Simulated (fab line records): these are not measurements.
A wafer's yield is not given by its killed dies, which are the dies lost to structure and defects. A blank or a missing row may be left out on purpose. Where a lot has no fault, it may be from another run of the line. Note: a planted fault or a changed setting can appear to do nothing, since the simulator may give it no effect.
fab line records	flow n5Finfet
record lots=9	wafers=25	lastDay=17
route steps=1938 shown DUMMY_GATE@236 SD_EPI_N@262 BEOL_M4@1111
lots that met no fault: from a run of the same line without faults
startH: the number of hours between the record's first day and the start of the first shown wafer of the lot	waitH: hours elapsed since this lot's preceding step	" the same as in the row above	L1.1+2: one row covering several wafers at once	- no value, or no start was given	* or withheld: withheld	< > ~ a bound
route shown NAME@n: names a module that has steps shown in the file, with the first one's number in the route	usual: mean and standard deviation over wafers with no fault	same: alike in all rows	chamber/n: place in a boat	sites: per-site readings	_std_site: standard deviation across them	_edge_site: mean of outer sites minus mean of inner sites	radiusMm: for every site, how far away it sits from the centre of the wafer	mask NAME#n: copy n	behind: the last tool/chamber to shape the wafer	hold: why the lot went on hold/how many hours it stayed there/how the hold came to an end	device: whichever transistor did not switch (one of n, p or np)	end of line: tests of these same wafers at the route's end	where a step has no rows: the recipe by itself	killed: dies lost to structure and defects at the first sort, not the wafer's yield	map: a wafer's dies, x killed, . not, _ none there
set.NAME: the run value of the setting; set.NAME@STEP: its run value at that earlier step	model.NAME: the simulator's own value behind a step, which no gauge read
steps of the route over a sample of lots; a table a step, a row a wafer
services: the hour from which a tool's chamber was out of use, counted from the record's first day as startH (under 0 if before that day), plus the number of hours and why
## steps
# step N5_DUMMY_GATE_ETCH_36
# recipe chemistry=CF4	target=SiARC	targetDepthA=130	pressureMtorr=40	sourceW=545	biasW=36	Ar_flow_sccm=100	cf4FlowSccm=100	ionEnergyEv=80
# usual cf4FlowSccm=100.0/0.32	drypumpMotorCurrentA=5.9/0.38	mfcArSccm=100.01/0.27	oesProductAu=0.75/0.054	rfVppV=183.6/1.1	showerheadPlenumPTorr=2.11/0.066	throttleValvePct=15.73/0.19
lot.wafer	tool	chamber	startH	waitH	cf4FlowSccm	drypumpMotorCurrentA	mfcArSccm	oesProductAu	rfHoursCounterH	rfVppV	showerheadPlenumPTorr	throttleValvePct
L567.1	rieDiel-01	3	47.04	0.0	99.8	5.6	99.92	0.74	153	185.0	2.23	15.76
L567.2	"	0	"	"	99.7	6.2	99.98	0.73	167	181.8	2.05	15.63
L567.3	"	1	"	"	99.5	6.1	100.18	0.73	169	181.9	2.13	15.77
L569.3	rieDiel-05	1	61.78	0.0	99.8	6.0	99.93	0.77	141	182.6	2.15	15.46
L569.4	"	2	"	"	99.6	6.2	100.00	0.73	192	183.8	2.05	15.42
L569.5	"	2	"	"	99.5	6.2	100.14	0.73	-	183.7	2.05	15.42
L570.3	rieDiel-05	0	63.92	0.0	100.8	6.4	100.13	0.73	212	184.7	2.04	16.14
L570.5	"	1	"	"	99.9	6.0	99.88	0.77	-	184.6	2.15	15.45
L570.6	"	0	"	"	99.9	6.4	99.78	0.73	-	183.0	2.04	16.14
L572.1	rieDiel-01	3	77.60	0.0	100.0	5.6	100.29	0.74	163	184.4	2.23	15.79
L572.3	"	0	"	"	99.7	6.2	100.51	0.73	176	182.9	2.05	15.65
L572.4	"	1	"	"	99.8	6.1	100.17	0.72	179	185.0	2.13	15.80
L573.2	rieDiel-01	2	84.63	0.0	100.1	5.2	99.74	0.70	238	183.8	2.10	15.78
L573.4	"	0	"	"	100.2	6.2	100.12	0.72	-	183.3	2.05	15.64
L573.6	"	2	"	"	99.7	5.2	99.48	0.70	-	184.7	2.10	15.77
L577.1	rieDiel-01	0	112.22	0.0	99.9	6.2	99.92	0.72	188	184.2	2.04	15.67
L577.3	"	2	"	"	99.2	5.2	100.06	0.70	247	183.7	2.09	15.79
L577.4	"	3	"	"	100.1	5.6	100.57	0.73	171	184.0	2.22	15.81
L580.1	rieDiel-01	0	124.81	0.0	99.9	6.2	100.24	0.71	192	183.0	2.04	15.67
L580.3	"	0	"	"	99.8	6.2	99.63	0.72	-	182.8	2.04	15.69
L580.6	"	1	"	"	99.8	6.1	99.94	0.71	-	184.0	2.12	15.83
L584.2	rieDiel-01	0	149.71	0.0	99.7	6.2	99.89	0.71	201	185.6	2.04	15.70
L584.3	"	3	"	"	100.5	5.6	99.77	0.73	182	186.3	2.22	15.82
L588.3	rieDiel-01	2	174.47	0.0	100.6	5.2	99.99	0.94	11	184.4	2.09	15.33
L588.4	"	3	"	"	99.8	5.6	99.73	0.73	190	185.3	2.22	15.82
# step N5_SD_EPI_N_COAT_32
# recipe resist=SOC	tempC=250	timeS=60	spinRpm=1500	resistThkNm=350
# usual dispensePressureKPa=50.7/0.47	exhaustPa=44.9/0.97	heaterPowerTotalW=500.2/1.8	runLengthS=66.08/0.21
lot.wafer	tool	chamber	startH	waitH	dispensePressureKPa	exhaustPa	heaterPowerTotalW	runLengthS
L567.1	lithoTrack-03	0	48.72	0.0	49.9	45.2	503.4	66.33
L567.2	"	0	"	"	49.9	45.0	502.7	66.24
L567.3	"	0	"	"	49.9	43.6	501.0	66.16
L569.3	lithoTrack-05	0	63.67	0.0	51.0	46.0	500.9	65.72
L569.4	"	0	"	"	51.0	43.2	502.1	65.78
L569.5	"	0	"	"	51.0	44.3	500.5	65.90
L570.3	lithoTrack-03	0	65.80	0.0	49.9	43.8	502.7	66.07
L570.5	"	0	"	"	49.9	44.4	498.6	66.20
L570.6	"	0	"	"	49.9	45.6	503.2	66.07
L572.1	lithoTrack-01	0	79.29	0.0	50.9	45.3	501.2	66.22
L572.3	"	0	"	"	50.9	46.5	500.8	66.51
L572.4	"	0	"	"	51.0	46.0	502.6	66.15
L573.2	lithoTrack-05	0	87.15	0.0	50.9	46.6	497.4	65.93
L573.4	"	0	"	"	51.0	44.9	500.8	65.84
L573.6	"	0	"	"	51.0	46.5	499.3	65.70
L577.1	lithoTrack-01	0	114.10	0.0	51.0	43.3	499.8	66.31
L577.3	"	0	"	"	50.9	44.6	500.4	66.15
L577.4	"	0	"	"	51.0	44.3	497.7	66.12
L580.1	lithoTrack-03	0	127.06	0.0	50.0	46.9	500.1	66.39
L580.3	"	0	"	"	49.9	45.7	501.4	66.09
L580.6	"	0	"	"	50.0	45.0	499.3	66.11
L584.2	lithoTrack-03	0	151.39	0.0	50.0	45.5	612.0	48.54
L584.3	"	0	"	"	49.9	43.5	498.9	66.11
L588.3	lithoTrack-03	0	176.47	0.0	49.9	45.6	502.3	66.10
L588.4	"	0	"	"	49.9	46.0	614.0	48.64
# step N5_SD_EPI_N_INSPECT_11
# recipe mode=adi	inspectInstrument=macro
# usual rawDefectCount=1.9/1.4
lot.wafer	tool	chamber	startH	waitH	rawDefectCount
L567.1	defectInspect-01	-	49.15	0.0	4
L567.2	"	-	"	"	2
L567.3	"	-	"	"	1
L569.3	defectInspect-01	-	64.09	0.0	1
L569.4	"	-	"	"	2
L569.5	"	-	"	"	0
L570.3	defectInspect-02	-	66.22	0.0	1
L570.5	"	-	"	"	2
L570.6	"	-	"	"	3
L572.1	defectInspect-01	-	79.71	0.0	2
L572.3	"	-	"	"	2
L572.4	"	-	"	"	2
L573.2	defectInspect-01	-	87.57	0.0	1
L573.4	"	-	"	"	3
L573.6	"	-	"	"	3
L577.1	defectInspect-02	-	114.52	0.0	3
L577.3	"	-	"	"	1
L577.4	"	-	"	"	0
L580.1	defectInspect-02	-	128.35	0.0	0
L580.3	"	-	"	"	2
L580.6	"	-	"	"	2
L584.2	defectInspect-02	-	151.81	0.0	1
L584.3	"	-	"	"	6
L588.3	defectInspect-01	-	176.89	0.0	3
L588.4	"	-	"	"	3
# step N5_SD_EPI_N_DESCUM_14
# recipe chemistry=O2	timeS=7.9	sourcePowerW=50	biasPowerW=20	pressureMtorr=20	rfFrequencyHz=2.712e+07	tempC=40	resist=CAR-ArF-block	o2FlowSccm=225
# usual drypumpMotorCurrentA=5.8/0.42	o2FlowSccm=224.9/0.71	oesProductAu=0.79/0.1	rfVppV=243.3/1.3	showerheadPlenumPTorr=2.09/0.073	throttleValvePct=20.35/0.2
lot.wafer	tool	chamber	startH	waitH	drypumpMotorCurrentA	o2FlowSccm	oesProductAu	rfHoursCounterH	rfVppV	showerheadPlenumPTorr	throttleValvePct
L567.1	rieDiel-03	0	49.22	0.1	5.7	224.8	0.69	231	243.8	2.05	20.46
L567.2	"	1	"	"	6.3	224.4	0.70	229	245.5	2.17	20.70
L567.3	"	2	"	"	4.8	223.6	0.71	218	244.6	2.06	20.57
L569.3	rieDiel-02	3	64.29	0.2	6.3	224.5	0.74	166	244.2	2.17	20.04
L569.4	"	2	"	"	5.9	226.0	0.78	124	241.5	2.01	20.33
L569.5	"	3	"	"	6.3	225.7	0.75	-	245.4	2.17	20.03
L570.3	rieDiel-04	3	66.54	0.3	5.5	225.3	0.90	23	243.2	2.03	20.05
L570.5	"	1	"	"	5.7	224.8	0.78	-	245.1	2.20	20.30
L570.6	"	0	"	"	5.5	224.9	0.69	-	241.2	1.97	20.34
L572.1	rieDiel-02	2	79.74	0.0	5.9	225.5	0.78	130	243.6	2.01	20.33
L572.3	"	0	"	"	5.9	224.4	0.96	20	244.9	2.13	20.19
L572.4	"	1	"	"	5.6	225.5	0.71	197	242.4	1.99	20.43
L573.2	rieDiel-02	1	87.61	0.0	5.6	224.9	0.71	198	241.9	1.99	20.44
L573.4	"	0	"	"	5.9	225.4	0.96	21	244.6	2.13	20.21
L573.6	"	1	"	"	5.6	224.4	0.71	-	242.1	1.99	20.44
L577.1	rieDiel-02	0	114.55	0.0	5.9	224.2	0.94	27	243.6	2.13	20.21
L577.3	"	2	"	"	5.9	224.8	0.75	144	242.1	2.00	20.34
L577.4	"	3	"	"	6.2	224.3	0.74	179	243.2	2.16	20.05
L580.1	rieDiel-03	0	129.43	1.1	5.7	227.3	0.67	260	244.0	2.04	20.51
L580.3	"	3	"	"	6.1	224.2	0.88	40	244.8	2.12	20.29
L580.6	"	0	"	"	5.7	225.8	0.66	-	242.8	2.04	20.50
L584.2	rieDiel-03	2	151.85	0.0	4.8	225.7	0.68	265	243.1	2.05	20.65
L584.3	"	3	"	"	6.1	225.0	0.87	51	244.6	2.12	20.28
L588.3	rieDiel-04	0	176.99	0.1	5.6	224.9	0.91	23	245.1	2.23	20.11
L588.4	"	1	"	"	5.7	224.3	0.74	176	246.2	2.19	20.36
# step N5_BEOL_M4_RC_MEAS_101
# usual DIBL_N=36.0/1.7	DIBL_P=35.8/2	IOFF_N=0.15/0.03	IOFF_P=0.20/0.037	ION_N=670/12	ION_P=460/7.2	SS_N=71.5/0.68	SS_P=73.2/0.65	VT_N=250/3.1	VT_P=-251/3.4
lot.wafer	tool	chamber	startH	waitH	DIBL_N[mV/V]	DIBL_P[mV/V]	IOFF_N[nA/um]	IOFF_P[nA/um]	ION_N[uA/um]	ION_P[uA/um]	SS_N[mV/dec]	SS_P[mV/dec]	VT_N[mV]	VT_P[mV]
L570.3	prober-02	0	177.73	0.3	38.8	39.1	0.20	0.28	671	463	72.0	74.1	246	-244
L570.5	"	0	"	"	37.2	37.0	0.16	0.22	664	459	71.6	72.7	249	-247
L570.6	"	0	"	"	36.9	35.8	0.14	0.21	667	460	72.1	73.2	250	-250
L567.1	prober-01	0	178.10	0.0	36.0	37.1	0.17	0.24	684	471	71.4	73.4	249	-247
L567.2	"	0	"	"	37.1	37.0	0.18	0.23	682	464	71.3	73.3	248	-248
L567.3	"	0	"	"	36.7	36.6	0.18	0.23	669	467	71.6	73.3	249	-247
L569.3	prober-01	0	180.80	0.3	34.3	33.3	0.12	0.16	668	456	71.9	72.0	251	-252
L569.4	"	0	"	"	35.8	34.4	0.15	0.17	677	457	72.1	72.7	247	-253
L569.5	"	0	"	"	36.6	34.3	0.15	0.16	646	440	72.3	72.8	252	-253
L573.2	prober-01	0	200.75	0.2	36.3	37.4	0.15	0.21	654	448	70.6	73.9	248	-252
L573.4	"	0	"	"	34.4	36.1	0.13	0.18	663	460	71.2	73.1	252	-251
L573.6	"	0	"	"	39.2	40.2	0.20	0.27	669	455	73.0	74.0	246	-251
L572.1	prober-02	0	200.82	0.0	33.1	33.7	0.12	0.15	662	454	71.1	73.2	252	-255
L572.3	"	0	"	"	35.5	36.5	0.16	0.18	666	449	71.8	73.2	248	-254
L572.4	"	0	"	"	34.2	35.5	0.14	0.18	682	469	71.3	72.5	251	-255
L577.1	prober-01	0	237.50	0.0	37.7	38.1	0.19	0.27	687	477	71.5	73.5	248	-244
L577.3	"	0	"	"	36.0	35.1	0.15	0.21	656	455	71.8	72.4	249	-249
L577.4	"	0	"	"	34.8	33.7	0.13	0.18	678	462	71.3	73.1	251	-249
L580.1	prober-01	0	255.01	0.0	36.2	35.7	0.14	0.19	658	453	71.2	72.7	252	-252
L580.3	"	0	"	"	35.2	35.6	0.14	0.20	684	470	71.1	73.4	250	-250
L580.6	"	0	"	"	35.0	34.7	0.12	0.18	655	460	70.1	72.7	254	-251
L584.2	prober-02	0	282.10	0.2	34.7	33.5	0.13	0.19	671	460	71.4	72.2	252	-249
L584.3	"	0	"	"	36.5	35.0	0.15	0.22	647	448	72.0	72.6	251	-247
L588.3	prober-01	0	298.28	0.3	37.4	37.8	0.17	0.21	682	463	72.0	74.5	251	-251
L588.4	"	0	"	"	35.4	36.2	0.14	0.18	659	457	71.1	73.8	254	-253
## services
tool	chamber	startH	hours	kind
rieDiel-01	2	24.60	22.8	repair
rieDiel-02	-	34.89	0.7	repair
rieDiel-02	1	56.93	4.6	repair
rieDiel-03	0	57.56	11.0	repair
rieDiel-04	2	58.03	14.0	repair
rieDiel-01	2	59.15	2.7	repair
rieDiel-01	3	83.26	8.8	repair
rieDiel-02	0	91.45	11.1	repair
rieDiel-02	3	99.64	9.0	repair
rieDiel-03	1	103.52	-	clean
rieDiel-03	1	103.52	-	consumableReplace:esc
rieDiel-03	1	103.52	-	consumableReplace:focusRing
rieDiel-03	1	103.52	35.4	scheduledDown
rieDiel-03	1	103.52	35.4	ventCycle
rieDiel-02	3	117.67	8.6	repair
rieDiel-01	2	121.22	-	clean
rieDiel-01	2	121.22	-	consumableReplace:focusRing
rieDiel-01	2	121.22	12.1	scheduledDown
rieDiel-01	2	121.22	12.1	ventCycle
rieDiel-04	-	122.84	15.6	pm
rieDiel-01	3	123.80	3.1	repair
rieDiel-03	0	138.96	-	clean
rieDiel-03	0	138.96	-	consumableReplace:focusRing
rieDiel-03	0	138.96	29.5	scheduledDown
## key
firstSign step=N5_SD_EPI_N_COAT_32	reading=runLengthS	direction=down	sigmas=84	usual=*	struck=*
effect step=N5_SD_EPI_N_COAT_32	reading=heaterPowerTotalW	direction=up	sigmas=64	usual=*	struck=*
metAt N5_SD_EPI_N_COAT_32
struckLots L584,L588
struckWafers L584.2,L588.4
notActingAt N5_DUMMY_GATE_ETCH_36,N5_SD_EPI_N_INSPECT_11,N5_SD_EPI_N_DESCUM_14
onsetBetween 127.06 151.39
fault kind=processParameterDrift	tool=lithoTrack-03	chamber=-	onsetH=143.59	steps=N5_SD_EPI_N_COAT_32	channel=timeS	offset=*	shape=step	endH=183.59	scope=struckWafersOnly	actsIn=*	stated=*
